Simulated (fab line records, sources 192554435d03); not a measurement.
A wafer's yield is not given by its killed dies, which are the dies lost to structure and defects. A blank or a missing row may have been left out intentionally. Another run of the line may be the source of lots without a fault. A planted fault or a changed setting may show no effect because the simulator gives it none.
Which tool did it? -- flow n5-finfet -- 10 lots with 27 wafers sampled at 5 steps, on a route of 1938 steps

## WHAT THE GAUGES SHOWED, per wafer
N5_FIN_CUT_OVL_MEAS_09.
lot,measured,on,FIN_CUT_OVL (nm)
L276,day 2 14:28,overlay-01,0.8 0.9 0.8
L277,day 2 22:35,overlay-01,0.7 1.4 -0.6
L280,day 3 19:32,overlay-01,0.0 0.3 -0.2
L282,day 4 03:26,overlay-01,0.8 1.5 1.0
L283,day 4 09:23,overlay-01,-0.5 -0.8 -0.5
L289,day 5 21:14,overlay-02,-0.1 -1.0 -0.4
L290,day 6 03:05,overlay-02,-0.3 -0.5 -0.4
L292,day 6 14:48,overlay-01,0.2 -0.9
L293,day 6 20:52,overlay-01,0.5 0.6
L295,day 7 10:41,overlay-02,-1.0 -1.0

N5_BEOL_M4_RC_MEAS_101.
lot,measured,on,DIBL_N (mV/V),DIBL_P (mV/V),IOFF_N (nA/um),IOFF_P (nA/um),ION_N (uA/um),ION_P (uA/um),SS_N (mV/dec),SS_P (mV/dec),VT_N (mV),VT_P (mV)
L276,day 7 20:34,prober-02,35.9 35.5 35.7,36.3 36.4 36.2,0.161 0.155 0.155,0.233 0.227 0.229,680 690 681,471 476 472,71.5 70.4 70.8,73.6 72.9 73.7,247.7 246.8 246.7,-247 -247 -248
L277,day 8 20:08,prober-01,34.5 34.6 34.0,35.1 34.9 34.1,0.138 0.140 0.121,0.196 0.194 0.177,682 670 664,470 465 456,70.4 70.7 70.3,73.4 72.7 72.9,250.0 251.1 253.0,-249 -251 -254
L280,day 10 00:17,prober-02,35.7 34.8 33.7,36.7 35.9 34.1,0.176 0.147 0.128,0.239 0.219 0.190,682 680 681,470 474 467,71.8 70.9 70.7,72.9 74.0 73.0,251.2 250.3 250.1,-250 -252 -250
L282,day 10 17:23,prober-02,35.4 36.1 35.5,35.1 35.5 35.5,0.155 0.165 0.158,0.235 0.245 0.257,679 683 671,473 477 474,71.8 71.8 71.6,73.3 73.4 73.4,247.3 248.0 248.7,-246 -244 -244
L283,day 10 08:52,prober-01,37.3 35.2 35.7,38.1 36.1 36.5,0.192 0.156 0.164,0.255 0.230 0.228,688 674 676,467 461 467,71.8 71.5 71.1,74.0 73.6 72.9,248.3 248.8 248.3,-245 -245 -249
L289,day 12 01:39,prober-01,37.0 36.3 36.7,37.8 37.1 37.1,0.187 0.175 0.172,0.269 0.266 0.257,680 696 686,469 479 478,71.5 71.9 71.8,74.1 73.7 73.1,245.6 247.8 245.8,-244 -247 -246
L290,day 12 16:52,prober-01,34.9 35.5 35.7,35.2 36.2 36.4,0.129 0.147 0.152,0.162 0.182 0.187,666 669 672,449 455 453,71.6 71.6 72.4,72.5 73.1 73.1,256.9 251.4 251.7,-258 -253 -254
L292,day 12 18:53,prober-02,37.7 36.0,38.4 37.3,0.173 0.145,0.227 0.219,672 676,463 463,71.7 71.8,73.7 73.5,250.5 251.1,-250 -248
L293,day 12 20:55,prober-02,35.8 34.0,36.8 34.9,0.170 0.139,0.225 0.197,678 679,472 467,71.5 70.5,73.3 73.4,245.8 247.4,-248 -249
L295,day 13 20:19,prober-02,37.3 37.2,37.1 36.3,0.156 0.147,0.218 0.203,680 671,465 467,71.6 71.3,72.3 73.1,250.3 250.7,-249 -249

## WHAT TOOL EACH LOT RAN ON (gives the tool, then ch and the chambers of the sampled wafers, and finally the start)
lot,N5_FIN_CUT_CUT_ETCH_26,N5_FIN_CUT_PRECLEAN_35,N5_STI_FIN_REVEAL_ALD_14
L276,"rie-diel-06 ch 0,3, day 2 14:59","vapor-etch-01 ch 0, day 2 15:07","ald-sin-02 ch 1,2,3, day 2 15:46"
L277,"rie-diel-03 ch 0,2,3, day 2 23:06","vapor-etch-02 ch 0,1, day 2 23:14","ald-sin-01 ch 1,2,3, day 2 23:41"
L280,"rie-diel-03 ch 0,2, day 3 20:14","vapor-etch-01 ch 0,1, day 3 20:21","ald-sin-02 ch 0,1,2, day 3 20:48"
L282,"rie-diel-05 ch 0,1,3, day 4 03:57","vapor-etch-01 ch 0,1, day 4 04:14","ald-sin-02 ch 0,2, day 4 04:41"
L283,"rie-diel-03 ch 1,3, day 4 09:55","vapor-etch-01 ch 1, day 4 10:01","ald-sin-04 ch 0,2,3, day 4 10:42"
L289,"rie-diel-06 ch 1,2,3, day 5 21:45","vapor-etch-01 ch 0,1, day 5 21:53","ald-sin-02 ch 0,1, day 5 22:23"
L290,"rie-diel-06 ch 0,1,2, day 6 03:37","vapor-etch-01 ch 0,1, day 6 03:44","ald-sin-04 ch 0,2,3, day 6 04:55"
L292,"rie-diel-03 ch 1,2, day 6 15:22","vapor-etch-01 ch 0, day 6 15:29","ald-sin-04 ch 1,2, day 6 15:56"
L293,"rie-diel-03 ch 0,3, day 6 21:23","vapor-etch-02 ch 1, day 6 21:30","ald-sin-04 ch 0, day 6 21:58"
L295,"rie-diel-03 ch 1,2, day 7 11:12","vapor-etch-02 ch 0,1, day 7 11:20","ald-sin-02 ch 0,1, day 7 11:47"
- N5_FIN_CUT_CUT_ETCH_26: etches SiNx in CH3F/O2, target depth 39 nm, time 55.7 s.
- N5_FIN_CUT_PRECLEAN_35: cleans in vHF, time 13.3 s.
- N5_STI_FIN_REVEAL_ALD_14: deposits Si3N4, target thk 3 nm.

## WHAT THE TOOLS THEMSELVES READ (means of the sampled wafers that have a number; where no wafer has one, the mark that the record gives instead)
N5_FIN_CUT_CUT_ETCH_26.
lot,tool,drypump-motor-current-A (A),mfc-ar-sccm (sccm),oes-product-au (a.u.),rf-vpp-V (V),run-length-s (s),showerhead-plenum-p-Torr (Torr),throttle-valve-pct (%)
L276,rie-diel-06,5.3,150.2,0.75,296,78.84,1.99,16.57
L277,rie-diel-03,5.8,150.1,0.74,296,78.96,2.03,16.35
L280,rie-diel-03,5.9,149.9,0.72,298,78.94,2.04,16.22
L282,rie-diel-05,5.1,150.2,0.81,300,78.94,1.99,16.26
L283,rie-diel-03,5.3,149.4,0.81,296,79.28,2.02,16.42
L289,rie-diel-06,5.6,150.0,0.74,295,79.30,1.96,16.53
L290,rie-diel-06,5.6,150.5,0.74,295,79.34,1.97,16.51
L292,rie-diel-03,5.4,149.8,0.77,300,86.66,2.05,16.16
L293,rie-diel-03,5.8,150.5,0.86,294,94.02,1.98,16.31
L295,rie-diel-03,5.4,149.6,0.76,299,86.81,2.05,16.17

N5_FIN_CUT_PRECLEAN_35.
lot,tool,drypump-motor-current-A (A)
L276,vapor-etch-01,5.55
L277,vapor-etch-02,5.73
L280,vapor-etch-01,5.92
L282,vapor-etch-01,5.73
L283,vapor-etch-01,6.11
L289,vapor-etch-01,5.92
L290,vapor-etch-01,5.73
L292,vapor-etch-01,5.55
L293,vapor-etch-02,5.72
L295,vapor-etch-02,5.73

N5_STI_FIN_REVEAL_ALD_14.
lot,tool,heater-power-w (W)
L276,ald-sin-02,790
L277,ald-sin-01,916
L280,ald-sin-02,849
L282,ald-sin-02,881
L283,ald-sin-04,895
L289,ald-sin-02,878
L290,ald-sin-04,897
L292,ald-sin-04,968
L293,ald-sin-04,855
L295,ald-sin-02,908

## THE ANSWER, worked out from the rows above alone
Rule: what is usual is taken from the lots themselves. Put in order of their means at a reading, lots are off if they are a third of the lots or fewer, leave a main group of 4 or more, and stand apart from it by a gap of 3 or more times the standard deviation of the main group's means; of several such gaps the widest counts. A main group whose means are all the same, to the digits that the tables above print for the reading, isn't used. A lot without any number at a reading at which 4 lots or more have one is off too. Any other lot the step has rows for is counted as sound. Order of review: gauges by route order, followed by the tools' own readings, for which a lot's mean as printed above is used. At the first step where some lot is off, the reading lying furthest off is the one used; lots without a number count as furthest.
Off: L292, L293, L295 (N5_FIN_CUT_CUT_ETCH_26, run-length-s). For the main group the mean is 79.09 s and the standard deviation 0.2.
If a tool, at that step or one of the process steps before it, ran each lot that is off and ran no sound lot following the first of them, it fits. One fits: N5_FIN_CUT_CUT_ETCH_26 on rie-diel-03. A fault onset in the window from L283 (day 4 09:55, its last sound lot) to L292 (day 6 15:22, its first lot off) fits.
The tool's own readings at N5_FIN_CUT_CUT_ETCH_26 bear it out: on the lots that are off they differ by more than 5 times the standard deviation of the sound lots' means. run-length-s reads 89.16 s there against 79.09 s on the sound lots.

## WHAT THE SIMULATOR PUT IN
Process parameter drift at N5_FIN_CUT_CUT_ETCH_26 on rie-diel-03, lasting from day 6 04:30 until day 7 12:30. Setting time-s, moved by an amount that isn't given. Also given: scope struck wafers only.
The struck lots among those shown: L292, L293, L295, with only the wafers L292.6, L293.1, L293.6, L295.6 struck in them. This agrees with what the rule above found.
